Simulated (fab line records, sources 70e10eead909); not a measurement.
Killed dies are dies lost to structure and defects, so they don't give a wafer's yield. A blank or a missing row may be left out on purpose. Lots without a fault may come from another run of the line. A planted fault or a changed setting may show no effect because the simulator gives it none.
Chamber matching | flow nand_harc | NHARC_A_CONTACT_DESCUM_47 on rie_diel-04: 4 sister chambers
The step chemistry O2, time 3 s. 8 wafers are shown with their chamber, then 12 later ones without.

WAFERS WITH THEIR CHAMBER
wafer  | chamber | showerhead_plenum_p_Torr (Torr) | drypump_motor_current_A (A)
L085.5 | 1       | 1.93                            | 6.12
L089.6 | 0       | 1.91                            | 6.38
L091.1 | 3       | 2.01                            | 5.95
L091.2 | 2       | 2.01                            | 5.99
L091.3 | 1       | 1.92                            | 6.12
L090.1 | 3       | 2.00                            | 5.97
L090.3 | 0       | 1.91                            | 6.36
L090.6 | 2       | 2.01                            | 5.99

WAFERS WITHOUT THEIR CHAMBER
wafer  | showerhead_plenum_p_Torr (Torr) | drypump_motor_current_A (A)
L092.3 | 2.01                            | 6.01
L092.4 | 1.92                            | 6.13
L092.6 | 2.01                            | 6.02
L094.1 | 1.92                            | 6.10
L094.3 | 1.91                            | 6.39
L094.4 | 2.01                            | 6.01
L097.1 | 2.00                            | 6.00
L097.2 | 1.92                            | 6.12
L097.5 | 1.91                            | 6.39
L095.3 | 1.91                            | 6.39
L095.4 | 2.00                            | 6.02
L095.6 | 1.92                            | 6.12

WHICH CHAMBER EACH WENT THROUGH
wafer  | from the rows above     | in truth
L092.3 | 2                       | 2
L092.4 | 1                       | 1
L092.6 | 2                       | 2
L094.1 | 1                       | 1
L094.3 | 0                       | 0
L094.4 | 2                       | 2
L097.1 | can't be placed: 2 or 3 | 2
L097.2 | 1                       | 1
L097.5 | 0                       | 0
L095.3 | 0                       | 0
L095.4 | 2                       | 2
L095.6 | 1                       | 1
Placed correctly: 11 of 12. Can't be placed from these rows: 1 (the true chamber is among the candidates in 1). Placed wrongly: 0.
How it was worked out, from the rows above alone: a wafer's distance from a chamber is the root of the sum, over the readings, of the square of ((its reading less the chamber's mean) divided by the reading's scatter). The wafer belongs to the nearest chamber; if the next one is less than 2 further off, it can't be placed. A chamber's mean is the mean of its shown wafers. The scatter: the root of (the sum of the squares of (reading less its chamber's mean) over the shown wafers, divided by (wafers less chambers)).
